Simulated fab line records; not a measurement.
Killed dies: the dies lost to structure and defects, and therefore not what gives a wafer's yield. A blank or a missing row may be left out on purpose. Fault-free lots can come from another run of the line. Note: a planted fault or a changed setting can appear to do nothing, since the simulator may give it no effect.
Matching of chambers | flow nand-harc | NHARC_P_M0_DEP_32 on pecvd-02 has 3 sister chambers
The step deposits SiCN, target thk 30 nm. 3 wafers are shown with their chamber, then 11 later ones without.

== WAFERS PAIRED WITH THEIR CHAMBERS ==
wafer  | chamber | heater-power-w (W)
L087.5 | 0       | 486
L087.6 | 2       | 707
L088.3 | 1       | 488

== WAFERS MISSING THEIR CHAMBER ==
wafer  | heater-power-w (W)
L088.5 | 685
L088.6 | 596
L092.1 | 555
L092.2 | 542
L092.4 | 565
L093.1 | 555
L093.3 | 563
L093.6 | 572
L094.2 | 520
L094.3 | 616
L094.4 | 514

== THE CHAMBER EACH PASSED THROUGH ==
wafer  | from the rows above          | in truth
L088.5 | 2                            | 2
L088.6 | can't be placed: 1 or 0 or 2 | 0
L092.1 | can't be placed: 1 or 0 or 2 | 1
L092.2 | can't be placed: 1 or 0 or 2 | 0
L092.4 | can't be placed: 1 or 0 or 2 | 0
L093.1 | can't be placed: 1 or 0 or 2 | 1
L093.3 | can't be placed: 1 or 0 or 2 | 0
L093.6 | can't be placed: 1 or 0 or 2 | 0
L094.2 | can't be placed: 1 or 0      | 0
L094.3 | can't be placed: 2 or 1 or 0 | 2
L094.4 | can't be placed: 1 or 0      | 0
Correctly placed: 1 of 11. Cannot be placed on the basis of these rows: 10; the candidates contain the true chamber in 10. Placed wrongly: 0.
How it was worked out, from the rows above alone: a wafer's distance from a chamber is the root of the sum, over the readings, of the square of ((its reading less the chamber's mean) divided by the reading's scatter). The wafer belongs to the nearest chamber; if the next one is less than 2 further off, it can't be placed. Each chamber's mean is taken over the wafers shown for it. The scatter (one wafer shown for each chamber): square how far every hidden wafer sits from the nearest shown wafer, average those squares and take the square root.
